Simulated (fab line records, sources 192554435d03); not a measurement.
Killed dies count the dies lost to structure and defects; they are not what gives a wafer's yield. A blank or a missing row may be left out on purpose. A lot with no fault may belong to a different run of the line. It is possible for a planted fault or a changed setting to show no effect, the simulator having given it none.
fab line records	flow n5_finfet
[record] lots = 24	wafers = 72	last_day = 18
route steps=1938 shown SDB@376 HKMG_FIN@400 GATE_CUT@474
lots that met no fault: from a run of the same line without faults
start_h: start of the lot's first displayed wafer, in hours after the record's first day	wait_h: time in hours since the lot's previous step	" same as the row above	L1.1+2: a row that stands for several wafers	- no value, or no start given	* or withheld: withheld	< > ~ a bound
route shown NAME@n: a module of which the file shows steps, and the number in the route of the first	usual: the fault-free wafers' mean and standard deviation	same: alike in all rows	chamber/n: place in a boat	sites: per-site readings	_std_site: how widely they spread, as a standard deviation	_edge_site: outer sites' mean less inner sites'	radius_mm: for every site, how far away it sits from the centre of the wafer	mask NAME#n: copy n	behind: the most recent tool/chamber to have shaped the wafer	hold: why the lot went on hold/how many hours it stayed there/how the hold came to an end	device: names the non-switching transistor (n, p or np)	end of line: the tests these same wafers got at the end of their route	a step without rows: its recipe alone	killed: dies lost to structure and defects at the first sort, not the wafer's yield	map: dies across one wafer; x = killed, . = not, _ = none there
set.NAME: the setting the step ran with; set.NAME@STEP: the setting that earlier step ran with	model.NAME: the simulator's own value behind a step, which no gauge read
a sample of lots followed through the steps of the route, with each step as a table and each wafer as a row
services: the hour from which a tool's chamber was out of use, counted from the record's first day as start_h (under 0 if before that day), plus the number of hours and why
[[steps]]
[step N5_SDB_INSPECT_36]
[recipe] inspect_instrument = darkfield	mode = post_cmp
[usual] raw_defect_count = 37/17
lot.wafer	tool	chamber	start_h	wait_h	raw_defect_count
L074.1	defect_inspect-02	-	69.66	0.0	19
L074.2	"	-	"	"	28
L074.3	"	-	"	"	35
L075.1	defect_inspect-02	-	79.48	0.0	39
L075.4	"	-	"	"	50
L075.6	"	-	"	"	33
L076.3	defect_inspect-01	-	80.53	0.0	52
L076.4	"	-	"	"	56
L076.5	"	-	"	"	40
L077.4	defect_inspect-02	-	90.66	0.0	34
L077.5	"	-	"	"	57
L077.6	"	-	"	"	57
L078.2	defect_inspect-02	-	96.59	0.0	27
L078.4	"	-	"	"	33
L078.5	"	-	"	"	25
L079.1	defect_inspect-02	-	101.10	0.0	23
L079.2	"	-	"	"	14
L079.3	"	-	"	"	33
L080.2	defect_inspect-02	-	109.17	0.0	33
L080.4	"	-	"	"	25
L080.5	"	-	"	"	27
L081.2	defect_inspect-02	-	111.97	0.0	20
L081.3	"	-	"	"	38
L081.5	"	-	"	"	13
L082.1	defect_inspect-01	-	121.01	0.0	48
L082.4	"	-	"	"	29
L082.6	"	-	"	"	28
L083.1	defect_inspect-01	-	125.16	0.0	42
L083.3	"	-	"	"	81
L083.4	"	-	"	"	27
L084.1	defect_inspect-01	-	132.03	0.0	30
L084.4	"	-	"	"	29
L084.6	"	-	"	"	39
L085.1	defect_inspect-01	-	137.80	0.0	40
L085.2	"	-	"	"	43
L085.3	"	-	"	"	48
L086.3	defect_inspect-02	-	144.18	0.0	24
L086.4	"	-	"	"	26
L086.6	"	-	"	"	12
L087.2	defect_inspect-01	-	151.10	0.0	27
L087.3	"	-	"	"	31
L087.4	"	-	"	"	20
L088.3	defect_inspect-01	-	159.28	0.0	42
L088.4	"	-	"	"	32
L088.5	"	-	"	"	74
L089.2	defect_inspect-01	-	160.98	0.0	41
L089.4	"	-	"	"	30
L089.5	"	-	"	"	24
L090.1	defect_inspect-02	-	170.95	0.0	84
L090.2	"	-	"	"	42
L090.3	"	-	"	"	38
L091.1	defect_inspect-01	-	177.95	0.0	42
L091.5	"	-	"	"	43
L091.6	"	-	"	"	33
L092.1	defect_inspect-01	-	178.73	0.0	41
L092.3	"	-	"	"	49
L092.4	"	-	"	"	27
L093.2	defect_inspect-02	-	188.71	0.0	23
L093.4	"	-	"	"	14
L093.6	"	-	"	"	34
L094.2	defect_inspect-02	-	190.23	0.0	70
L094.3	"	-	"	"	23
L094.5	"	-	"	"	98
L095.1	defect_inspect-01	-	195.72	0.0	34
L095.4	"	-	"	"	24
L095.6	"	-	"	"	20
L096.1	defect_inspect-01	-	209.84	0.0	25
L096.4	"	-	"	"	46
L096.6	"	-	"	"	21
L097.2	defect_inspect-02	-	214.76	0.0	46
L097.5	"	-	"	"	68
L097.6	"	-	"	"	64
[step N5_HKMG_FIN_INSPECT_61]
[recipe] mode = adi	inspect_instrument = macro
[usual] raw_defect_count = 2/1.4
lot.wafer	tool	chamber	start_h	wait_h	raw_defect_count
L074.1	defect_inspect-02	-	71.43	0.0	3
L074.2	"	-	"	"	5
L074.3	"	-	"	"	0
L075.1	defect_inspect-02	-	81.53	0.0	0
L075.4	"	-	"	"	0
L075.6	"	-	"	"	3
L076.3	defect_inspect-01	-	82.59	0.0	1
L076.4	"	-	"	"	3
L076.5	"	-	"	"	1
L077.4	defect_inspect-02	-	92.24	0.0	3
L077.5	"	-	"	"	1
L077.6	"	-	"	"	3
L078.2	defect_inspect-02	-	98.20	0.0	3
L078.4	"	-	"	"	1
L078.5	"	-	"	"	3
L079.1	defect_inspect-02	-	102.67	0.0	2
L079.2	"	-	"	"	4
L079.3	"	-	"	"	2
L080.2	defect_inspect-01	-	110.75	0.0	1
L080.4	"	-	"	"	2
L080.5	"	-	"	"	3
L081.2	defect_inspect-02	-	113.52	0.0	1
L081.3	"	-	"	"	2
L081.5	"	-	"	"	5
L082.1	defect_inspect-02	-	122.71	0.0	2
L082.4	"	-	"	"	4
L082.6	"	-	"	"	2
L083.1	defect_inspect-02	-	126.78	0.0	2
L083.3	"	-	"	"	3
L083.4	"	-	"	"	1
L084.1	defect_inspect-01	-	133.49	0.0	3
L084.4	"	-	"	"	4
L084.6	"	-	"	"	2
L085.1	defect_inspect-02	-	139.26	0.0	2
L085.2	"	-	"	"	1
L085.3	"	-	"	"	1
L086.3	defect_inspect-01	-	145.64	0.0	2
L086.4	"	-	"	"	3
L086.6	"	-	"	"	1
L087.2	defect_inspect-01	-	152.69	0.0	3
L087.3	"	-	"	"	3
L087.4	"	-	"	"	3
L088.3	defect_inspect-02	-	160.74	0.0	2
L088.4	"	-	"	"	2
L088.5	"	-	"	"	1
L089.2	defect_inspect-01	-	162.62	0.0	1
L089.4	"	-	"	"	2
L089.5	"	-	"	"	4
L090.1	defect_inspect-02	-	172.56	0.0	1
L090.2	"	-	"	"	2
L090.3	"	-	"	"	1
L091.1	defect_inspect-01	-	179.60	0.0	3
L091.5	"	-	"	"	0
L091.6	"	-	"	"	3
L092.1	defect_inspect-02	-	180.46	0.0	0
L092.3	"	-	"	"	0
L092.4	"	-	"	"	2
L093.2	defect_inspect-02	-	190.59	0.0	2
L093.4	"	-	"	"	2
L093.6	"	-	"	"	0
L094.2	defect_inspect-01	-	192.02	0.0	2
L094.3	"	-	"	"	1
L094.5	"	-	"	"	4
L095.1	defect_inspect-01	-	197.44	0.0	2
L095.4	"	-	"	"	1
L095.6	"	-	"	"	0
L096.1	defect_inspect-01	-	211.65	0.0	2
L096.4	"	-	"	"	2
L096.6	"	-	"	"	0
L097.2	defect_inspect-01	-	216.59	0.0	3
L097.5	"	-	"	"	0
L097.6	"	-	"	"	1
[step N5_HKMG_FIN_ETCH_31]
[recipe] chemistry = CF4	target = SiARC	target_depth_a = 455	mask_material = CAR-ArF	time_s = 75.8	ion_energy_ev = 80	pressure_mtorr = 40	source_w = 545	bias_w = 36	Ar_flow_sccm = 100	cf4_flow_sccm = 100	ends = cleared
[usual] drypump_motor_current_A = 5.5/0.42	etch_rf_on_time_s = 76/3.4	oes_product_au = 0.69/0.062	rf_vpp_V = 184.5/1.2	showerhead_plenum_p_Torr = 2.17/0.078	throttle_valve_pct = 15.59/0.23
lot.wafer	tool	chamber	start_h	wait_h	drypump_motor_current_A	etch_rf_on_time_s	oes_product_au	rf_hours_counter_h	rf_vpp_V	showerhead_plenum_p_Torr	throttle_valve_pct
L074.1	rie_diel-05	0	75.01	0.0	5.4	69	0.85	15	182.3	2.10	15.53
L074.2	"	1	"	"	5.6	75	0.69	98	185.4	2.24	15.16
L074.3	"	2	"	"	5.2	79	0.60	214	184.3	2.19	15.55
L075.1	rie_diel-01	0	85.04	0.0	6.0	77	0.61	207	183.4	2.01	15.75
L075.4	"	3	"	"	5.7	77	0.69	-	184.9	2.18	15.90
L075.6	"	2	"	"	5.2	81	0.70	-	183.7	2.17	15.16
L076.3	rie_diel-05	0	86.10	0.0	5.4	68	0.85	18	183.5	2.10	15.55
L076.4	"	3	"	"	5.1	76	0.76	47	185.6	2.18	15.59
L076.5	"	1	"	"	5.6	75	0.68	-	186.0	2.24	15.16
L077.4	rie_diel-01	2	95.86	0.0	5.2	82	0.69	51	184.9	2.17	15.18
L077.5	"	1	"	"	5.7	78	0.82	-	186.8	2.28	15.70
L077.6	"	2	"	"	5.2	81	0.70	-	184.7	2.17	15.16
L078.2	rie_diel-01	0	101.98	0.0	6.0	75	0.61	215	183.5	2.01	15.76
L078.4	"	2	"	"	5.2	80	0.70	-	184.8	2.17	15.18
L078.5	"	3	"	"	5.7	77	0.67	-	184.3	2.18	15.92
L079.1	rie_diel-02	3	105.98	0.0	5.2	70	0.69	109	184.4	2.16	15.68
L079.2	"	2	"	"	6.3	76	0.75	33	185.9	2.27	15.47
L079.3	"	1	"	"	5.0	81	0.68	76	185.6	2.26	15.51
L080.2	rie_diel-02	2	114.53	0.0	6.4	77	0.73	35	185.8	2.27	15.46
L080.4	"	1	"	"	4.9	80	0.69	79	186.3	2.26	15.54
L080.5	"	2	"	"	6.3	77	0.74	-	186.2	2.27	15.49
L081.2	rie_diel-05	1	117.28	0.0	5.6	75	0.67	111	184.7	2.24	15.19
L081.3	"	0	"	"	5.4	69	0.82	28	184.6	2.10	15.56
L081.5	"	0	"	"	5.4	69	0.83	-	184.2	2.10	15.56
L082.1	rie_diel-02	0	126.30	0.0	4.9	75	0.66	139	184.0	2.14	15.49
L082.4	"	3	"	"	5.2	71	0.68	116	186.1	2.16	15.68
L082.6	"	1	"	"	5.0	81	0.68	-	184.8	2.26	15.53
L083.1	rie_diel-01	2	130.63	0.0	5.2	81	0.68	66	184.1	2.16	15.19
L083.3	"	3	"	"	5.7	77	0.67	98	183.6	2.18	15.94
L083.4	"	0	"	"	6.0	76	0.61	225	182.2	2.01	15.77
L084.1	rie_diel-01	3	136.89	0.0	5.7	78	0.66	100	184.9	2.18	15.96
L084.4	"	0	"	"	6.0	76	0.60	228	182.7	2.01	15.78
L084.6	"	3	"	"	5.7	78	0.67	-	184.1	2.18	15.95
L085.1	rie_diel-02	3	142.81	0.0	5.2	71	0.68	123	184.8	2.16	15.70
L085.2	"	0	"	"	4.8	76	0.67	145	184.5	2.14	15.51
L085.3	"	1	"	"	4.9	82	0.66	90	185.3	2.26	15.53
L086.3	rie_diel-01	2	149.45	0.0	5.2	82	0.67	74	184.2	2.16	15.22
L086.4	"	3	"	"	5.7	77	0.67	105	185.2	2.17	15.95
L086.6	"	3	"	"	5.7	76	0.66	-	184.9	2.17	15.98
L087.2	rie_diel-01	2	156.29	0.0	5.2	81	0.68	76	184.4	2.16	15.21
L087.3	"	0	"	"	6.1	76	0.60	234	183.7	2.01	15.79
L087.4	"	3	"	"	5.7	77	0.67	108	183.8	2.17	15.96
L088.3	rie_diel-05	1	164.17	0.0	5.6	75	0.66	129	186.3	2.23	15.21
L088.4	"	1	"	"	5.6	75	0.66	-	185.9	2.23	15.22
L088.5	"	0	"	"	5.4	71	0.79	-	183.2	2.09	15.60
L089.2	rie_diel-01	1	167.24	0.0	5.7	78	0.75	22	185.6	2.27	15.75
L089.4	"	0	"	"	6.1	78	0.59	240	182.0	2.00	15.80
L089.5	"	1	"	"	5.7	78	0.75	-	187.6	2.27	15.73
L090.1	rie_diel-02	3	176.00	0.0	5.2	72	0.67	131	184.9	2.15	15.72
L090.2	"	2	"	"	6.3	77	0.72	50	184.9	2.26	15.50
L090.3	"	1	"	"	5.0	81	0.67	95	185.4	2.26	15.56
L091.1	rie_diel-01	0	183.13	0.0	6.0	76	0.59	247	184.1	2.00	15.83
L091.5	"	3	"	"	5.7	77	0.65	-	185.0	2.17	15.99
L091.6	"	0	"	"	6.0	77	0.59	-	181.7	2.00	15.82
L092.1	rie_diel-05	3	183.91	0.0	5.1	75	0.72	81	183.6	2.16	15.68
L092.3	"	2	"	"	5.2	79	0.58	249	184.5	2.18	15.61
L092.4	"	1	"	"	5.6	75	0.66	137	185.5	2.23	15.23
L093.2	rie_diel-01	3	193.90	0.0	5.7	78	0.64	122	184.1	2.17	15.98
L093.4	"	2	"	"	5.2	82	0.66	90	183.9	2.16	15.23
L093.6	"	0	"	"	6.1	77	0.59	-	182.7	2.00	15.81
L094.2	rie_diel-02	0	195.68	0.0	4.9	75	0.65	156	183.7	2.13	15.51
L094.3	"	2	"	"	6.3	77	0.72	59	185.1	2.26	15.52
L094.5	"	1	"	"	5.0	82	0.66	-	183.9	2.25	15.57
L095.1	rie_diel-05	0	201.15	0.0	5.4	71	0.77	61	184.3	2.09	15.64
L095.4	"	3	"	"	5.1	75	0.71	-	184.6	2.16	15.68
L095.6	"	0	"	"	5.4	71	0.76	-	184.6	2.09	15.63
L096.1	rie_diel-02	0	215.65	0.0	4.9	76	0.65	162	184.6	2.13	15.53
L096.4	"	2	"	"	6.4	78	0.70	65	185.5	2.26	15.52
L096.6	"	0	"	"	4.9	76	0.65	-	183.9	2.13	15.52
L097.2	rie_diel-05	0	220.33	0.0	5.4	70	0.76	69	182.3	2.08	15.65
L097.5	"	2	"	"	5.1	76	0.82	-	184.8	2.18	15.15
L097.6	"	3	"	"	5.1	75	0.70	-	184.6	2.16	15.70
[step N5_HKMG_FIN_STRIP_34]
[recipe] chemistry = CF4	resist = SiARC	power_w = 300	bias_power_w = 75	pressure_mtorr = 50	cf4_flow_sccm = 150	rf_frequency_hz = 6e+07
[usual] drypump_motor_current_A = 5.5/0.42	oes_product_au = 0.80/0.067	rf_vpp_V = 271.7/1.4	showerhead_plenum_p_Torr = 1.82/0.062	throttle_valve_pct = 13.55/0.23
lot.wafer	tool	chamber	start_h	wait_h	drypump_motor_current_A	oes_product_au	rf_hours_counter_h	rf_vpp_V	showerhead_plenum_p_Torr	throttle_valve_pct
L074.1	rie_diel-05	0	75.26	0.0	5.4	0.93	15	271.1	1.76	13.44
L074.2	"	1	"	"	5.6	0.79	98	272.2	1.87	13.13
L074.3	"	2	"	"	5.2	0.71	214	272.4	1.84	13.59
L075.1	rie_diel-01	0	85.29	0.0	6.1	0.71	208	268.8	1.69	13.74
L075.4	"	3	"	"	5.7	0.81	-	270.9	1.84	13.86
L075.6	"	2	"	"	5.2	0.85	-	271.8	1.82	13.15
L076.3	rie_diel-05	0	86.35	0.0	5.4	0.93	18	270.5	1.76	13.47
L076.4	"	3	"	"	5.1	0.87	47	271.9	1.83	13.56
L076.5	"	1	"	"	5.6	0.79	-	272.3	1.87	13.13
L077.4	rie_diel-01	2	96.11	0.0	5.2	0.84	51	272.0	1.82	13.16
L077.5	"	1	"	"	5.7	0.96	-	273.6	1.91	13.60
L077.6	"	2	"	"	5.2	0.85	-	271.1	1.82	13.13
L078.2	rie_diel-01	0	102.22	0.0	6.0	0.70	215	271.0	1.68	13.75
L078.4	"	2	"	"	5.2	0.84	-	271.9	1.82	13.17
L078.5	"	3	"	"	5.7	0.80	-	273.1	1.83	13.87
L079.1	rie_diel-02	3	106.23	0.0	5.2	0.77	109	271.9	1.81	13.63
L079.2	"	2	"	"	6.3	0.88	33	273.3	1.88	13.34
L079.3	"	1	"	"	5.0	0.82	76	272.9	1.89	13.41
L080.2	rie_diel-02	2	114.78	0.0	6.4	0.87	36	271.9	1.88	13.35
L080.4	"	1	"	"	5.0	0.82	79	272.2	1.88	13.43
L080.5	"	2	"	"	6.4	0.87	-	273.4	1.88	13.34
L081.2	rie_diel-05	1	117.53	0.0	5.6	0.78	112	272.4	1.86	13.16
L081.3	"	0	"	"	5.4	0.90	28	268.8	1.76	13.49
L081.5	"	0	"	"	5.4	0.90	-	271.2	1.76	13.49
L082.1	rie_diel-02	0	126.54	0.0	4.8	0.77	139	270.8	1.81	13.53
L082.4	"	3	"	"	5.2	0.77	116	269.8	1.81	13.67
L082.6	"	1	"	"	5.0	0.83	-	272.7	1.88	13.45
L083.1	rie_diel-01	2	130.88	0.0	5.2	0.83	66	272.9	1.82	13.18
L083.3	"	3	"	"	5.7	0.78	98	270.6	1.83	13.93
L083.4	"	0	"	"	6.0	0.70	226	270.0	1.68	13.78
L084.1	rie_diel-01	3	137.14	0.0	5.7	0.78	100	271.6	1.83	13.91
L084.4	"	0	"	"	6.0	0.70	228	270.0	1.68	13.78
L084.6	"	3	"	"	5.7	0.78	-	272.4	1.83	13.91
L085.1	rie_diel-02	3	143.05	0.0	5.2	0.76	123	270.7	1.81	13.69
L085.2	"	0	"	"	4.9	0.77	146	271.7	1.80	13.52
L085.3	"	1	"	"	5.0	0.82	90	273.9	1.88	13.46
L086.3	rie_diel-01	2	149.70	0.0	5.2	0.81	74	271.0	1.81	13.21
L086.4	"	3	"	"	5.7	0.78	105	270.8	1.83	13.94
L086.6	"	3	"	"	5.7	0.78	-	272.7	1.83	13.91
L087.2	rie_diel-01	2	156.54	0.0	5.2	0.82	76	270.7	1.81	13.21
L087.3	"	0	"	"	6.1	0.70	235	269.9	1.68	13.79
L087.4	"	3	"	"	5.7	0.77	108	270.4	1.83	13.93
L088.3	rie_diel-05	1	164.42	0.0	5.6	0.76	129	271.8	1.86	13.19
L088.4	"	1	"	"	5.6	0.76	-	272.8	1.86	13.21
L088.5	"	0	"	"	5.4	0.87	-	270.1	1.75	13.53
L089.2	rie_diel-01	1	167.49	0.0	5.7	0.88	22	274.6	1.90	13.65
L089.4	"	0	"	"	6.0	0.69	241	270.2	1.68	13.80
L089.5	"	1	"	"	5.7	0.88	-	272.8	1.90	13.66
L090.1	rie_diel-02	3	176.25	0.0	5.2	0.75	131	270.9	1.80	13.71
L090.2	"	2	"	"	6.4	0.85	51	272.7	1.87	13.36
L090.3	"	1	"	"	5.0	0.81	96	271.9	1.88	13.47
L091.1	rie_diel-01	0	183.37	0.0	6.1	0.69	247	268.3	1.68	13.82
L091.5	"	3	"	"	5.7	0.76	-	270.1	1.82	13.95
L091.6	"	0	"	"	6.0	0.69	-	269.8	1.68	13.84
L092.1	rie_diel-05	3	184.16	0.0	5.1	0.82	82	270.8	1.82	13.65
L092.3	"	2	"	"	5.1	0.70	249	270.4	1.83	13.67
L092.4	"	1	"	"	5.6	0.76	137	272.5	1.85	13.22
L093.2	rie_diel-01	3	194.15	0.0	5.7	0.76	123	271.4	1.82	13.95
L093.4	"	2	"	"	5.2	0.80	90	272.3	1.81	13.24
L093.6	"	0	"	"	6.1	0.69	-	270.2	1.67	13.85
L094.2	rie_diel-02	0	195.93	0.0	4.9	0.75	156	270.8	1.80	13.55
L094.3	"	2	"	"	6.4	0.83	59	274.4	1.87	13.41
L094.5	"	1	"	"	5.0	0.80	-	274.2	1.88	13.48
L095.1	rie_diel-05	0	201.40	0.0	5.4	0.85	61	270.2	1.75	13.55
L095.4	"	3	"	"	5.1	0.82	-	271.0	1.82	13.68
L095.6	"	0	"	"	5.4	0.85	-	269.4	1.75	13.57
L096.1	rie_diel-02	0	215.90	0.0	4.9	0.75	162	272.6	1.80	13.57
L096.4	"	2	"	"	6.4	0.83	65	272.8	1.87	13.42
L096.6	"	0	"	"	4.9	0.75	-	272.3	1.80	13.58
L097.2	rie_diel-05	0	220.57	0.0	5.4	0.84	69	270.0	1.74	13.57
L097.5	"	2	"	"	5.2	0.96	-	272.0	1.83	13.11
L097.6	"	3	"	"	5.1	0.81	-	270.4	1.82	13.70
[step N5_HKMG_FIN_INSPECT_28]
[recipe] inspect_instrument = darkfield	mode = post_cmp
[usual] raw_defect_count = 37/16
lot.wafer	tool	chamber	start_h	wait_h	raw_defect_count
L074.1	defect_inspect-01	-	79.47	0.0	22
L074.2	"	-	"	"	25
L074.3	"	-	"	"	44
L075.1	defect_inspect-02	-	89.61	0.0	25
L075.4	"	-	"	"	22
L075.6	"	-	"	"	29
L076.3	defect_inspect-02	-	90.45	0.0	68
L076.4	"	-	"	"	70
L076.5	"	-	"	"	50
L077.4	defect_inspect-01	-	100.33	0.0	35
L077.5	"	-	"	"	35
L077.6	"	-	"	"	30
L078.2	defect_inspect-02	-	106.36	0.0	18
L078.4	"	-	"	"	25
L078.5	"	-	"	"	36
L079.1	defect_inspect-01	-	110.34	0.0	34
L079.2	"	-	"	"	29
L079.3	"	-	"	"	18
L080.2	defect_inspect-01	-	119.65	0.0	42
L080.4	"	-	"	"	21
L080.5	"	-	"	"	56
L081.2	defect_inspect-01	-	121.85	0.0	35
L081.3	"	-	"	"	34
L081.5	"	-	"	"	24
L082.1	defect_inspect-01	-	130.95	0.0	27
L082.4	"	-	"	"	42
L082.6	"	-	"	"	42
L083.1	defect_inspect-01	-	135.09	0.0	31
L083.3	"	-	"	"	26
L083.4	"	-	"	"	33
L084.1	defect_inspect-02	-	141.28	0.0	41
L084.4	"	-	"	"	29
L084.6	"	-	"	"	31
L085.1	defect_inspect-01	-	147.52	0.0	33
L085.2	"	-	"	"	37
L085.3	"	-	"	"	36
L086.3	defect_inspect-01	-	153.81	0.0	36
L086.4	"	-	"	"	35
L086.6	"	-	"	"	42
L087.2	defect_inspect-01	-	160.65	0.0	37
L087.3	"	-	"	"	22
L087.4	"	-	"	"	26
L088.3	defect_inspect-01	-	168.84	0.0	41
L088.4	"	-	"	"	34
L088.5	"	-	"	"	25
L089.2	defect_inspect-02	-	171.79	0.0	28
L089.4	"	-	"	"	48
L089.5	"	-	"	"	44
L090.1	defect_inspect-01	-	180.34	0.0	16
L090.2	"	-	"	"	20
L090.3	"	-	"	"	12
L091.1	defect_inspect-01	-	187.69	0.0	83
L091.5	"	-	"	"	74
L091.6	"	-	"	"	67
L092.1	defect_inspect-02	-	188.29	0.0	39
L092.3	"	-	"	"	42
L092.4	"	-	"	"	36
L093.2	defect_inspect-02	-	198.39	0.0	44
L093.4	"	-	"	"	42
L093.6	"	-	"	"	22
L094.2	defect_inspect-01	-	200.57	0.0	9
L094.3	"	-	"	"	21
L094.5	"	-	"	"	18
L095.1	defect_inspect-01	-	205.66	0.0	57
L095.4	"	-	"	"	67
L095.6	"	-	"	"	32
L096.1	defect_inspect-02	-	220.13	0.0	24
L096.4	"	-	"	"	38
L096.6	"	-	"	"	24
L097.2	defect_inspect-01	-	224.91	0.0	58
L097.5	"	-	"	"	41
L097.6	"	-	"	"	64
[step N5_GATE_CUT_PECVD_57]
[recipe] material = SiNx	target_thk_a = 210	temp_c = 400	precursor = SiH4/NH3/N2	pressure_torr = 1.5	rf_w = 300
[usual] heater_power_w = 740/70	showerhead_plenum_p_Torr = 5.15/0.081	showerhead_vpp_V = 1056/50	throttle_valve_pct = 39.6/1.5
lot.wafer	tool	chamber	start_h	wait_h	heater_power_w	showerhead_plenum_p_Torr	showerhead_vpp_V	throttle_valve_pct
L074.1	pecvd-03	0	82.58	1.1	810	5.08	1021	39.3
L074.2	"	2	"	"	652	5.13	1054	37.6
L074.3	"	1	"	"	756	5.16	1023	41.7
L075.1	pecvd-01	0	93.04	1.1	931	5.25	1177	38.8
L075.4	"	0	"	"	940	5.26	1184	38.7
L075.6	"	2	"	"	691	5.17	1060	37.6
L076.3	pecvd-02	0	93.92	1.1	727	5.22	1024	40.5
L076.4	"	0	"	"	718	5.23	1038	40.8
L076.5	"	1	"	"	734	5.25	1034	41.9
L077.4	pecvd-01	0	103.44	1.1	885	5.23	1177	38.4
L077.5	"	0	"	"	894	5.24	1162	39.0
L077.6	"	2	"	"	752	5.18	1080	37.7
L078.2	pecvd-02	0	110.92	1.1	694	5.19	1026	40.7
L078.4	"	2	"	"	683	5.01	1010	39.0
L078.5	"	0	"	"	704	5.21	1037	40.6
L079.1	pecvd-01	2	113.63	1.1	737	5.18	1042	38.0
L079.2	"	1	"	"	564	5.11	1058	38.3
L079.3	"	0	"	"	806	5.24	1177	38.4
L080.2	pecvd-02	1	122.58	1.1	745	5.25	1023	42.2
L080.4	"	1	"	"	753	5.25	1033	42.1
L080.5	"	0	"	"	723	5.22	1031	40.7
L081.2	pecvd-02	1	124.78	1.1	801	5.24	1036	41.8
L081.3	"	0	"	"	662	5.21	1047	40.8
L081.5	"	0	"	"	688	5.21	1032	40.9
L082.1	pecvd-03	1	133.78	1.1	721	5.16	1039	41.7
L082.4	"	1	"	"	702	5.15	1041	41.6
L082.6	"	2	"	"	711	5.14	1045	38.0
L083.1	pecvd-01	2	138.00	1.1	735	5.19	1075	37.8
L083.3	"	0	"	"	902	5.23	1179	38.8
L083.4	"	1	"	"	682	5.12	1081	38.2
L084.1	pecvd-01	0	144.12	1.1	842	5.25	1175	39.0
L084.4	"	1	"	"	653	5.12	1084	38.0
L084.6	"	2	"	"	777	5.19	1048	37.7
L085.1	pecvd-03	1	150.35	1.1	773	5.16	1053	41.9
L085.2	"	0	"	"	699	5.07	1024	39.4
L085.3	"	2	"	"	743	5.13	1048	38.0
L086.3	pecvd-03	0	156.90	1.1	767	5.07	1023	39.5
L086.4	"	1	"	"	750	5.16	1036	41.7
L086.6	"	0	"	"	769	5.07	996	39.8
L087.2	pecvd-01	1	163.49	1.1	666	5.12	1082	38.0
L087.3	"	2	"	"	681	5.19	1067	37.6
L087.4	"	0	"	"	773	5.24	1192	39.1
L088.3	pecvd-01	1	171.68	1.1	677	5.12	1073	38.0
L088.4	"	1	"	"	671	5.11	1078	37.9
L088.5	"	0	"	"	919	5.23	1182	39.3
L089.2	pecvd-03	1	174.91	1.1	787	5.15	1030	41.5
L089.4	"	0	"	"	746	5.07	1022	39.5
L089.5	"	1	"	"	801	5.16	1012	41.4
L090.1	pecvd-02	1	183.21	1.1	663	5.25	1038	41.9
L090.2	"	0	"	"	679	5.21	1033	40.8
L090.3	"	0	"	"	675	5.22	1028	40.8
L091.1	pecvd-03	2	192.07	1.1	710	5.14	1052	37.9
L091.5	"	0	"	"	802	5.08	1029	40.0
L091.6	"	2	"	"	730	5.12	1048	37.6
L092.1	pecvd-02	2	192.40	1.1	683	5.01	1013	39.6
L092.3	"	1	"	"	691	5.26	1037	42.1
L092.4	"	1	"	"	696	5.24	1019	42.1
L093.2	pecvd-02	1	201.29	1.1	749	5.25	1038	42.0
L093.4	"	1	"	"	741	5.24	1027	42.0
L093.6	"	2	"	"	761	4.98	991	40.0
L094.2	pecvd-02	1	203.42	1.1	805	5.25	1028	41.9
L094.3	"	2	"	"	746	4.99	1028	39.6
L094.5	"	2	"	"	726	5.01	1039	39.7
L095.1	pecvd-02	0	209.47	1.1	705	5.21	1035	40.7
L095.4	"	1	"	"	709	5.25	1027	42.0
L095.6	"	0	"	"	724	5.22	1032	40.5
L096.1	pecvd-03	0	223.50	1.1	806	5.07	1015	39.7
L096.4	"	1	"	"	759	5.16	1020	41.4
L096.6	"	0	"	"	819	5.07	1007	39.9
L097.2	pecvd-01	1	228.39	1.1	593	5.13	1058	38.2
L097.5	"	0	"	"	820	5.26	1186	39.4
L097.6	"	1	"	"	570	5.11	1066	38.2
[[services]]
tool	chamber	start_h	hours	kind
rie_diel-05	0	53.76	11.6	repair
pecvd-02	-	66.27	2.8	pm
rie_diel-01	1	76.89	-	clean
rie_diel-01	1	76.89	-	consumable_replace:focus_ring
rie_diel-01	1	76.89	-	consumable_replace:showerhead
rie_diel-01	1	76.89	15.8	scheduled_down
rie_diel-01	1	76.89	15.8	vent_cycle
rie_diel-05	-	112.03	4.3	pm
rie_diel-02	2	136.70	8.8	repair
pecvd-02	-	140.79	14.6	pm
rie_diel-02	-	154.74	14.6	pm
rie_diel-05	2	159.38	5.2	repair
pecvd-02	2	166.02	23.7	repair
rie_diel-02	1	170.92	3.2	repair
rie_diel-05	2	185.33	-	clean
rie_diel-05	2	185.33	-	consumable_replace:focus_ring
rie_diel-05	2	185.33	22.6	scheduled_down
pecvd-01	-	188.36	0.8	repair
rie_diel-01	0	194.65	-	clean
rie_diel-01	0	194.65	-	consumable_replace:focus_ring
rie_diel-01	0	194.65	-	consumable_replace:showerhead
rie_diel-01	0	194.65	18.3	scheduled_down
rie_diel-01	0	194.65	18.3	vent_cycle
rie_diel-02	-	201.05	2.8	pm
[[key]]
fault none
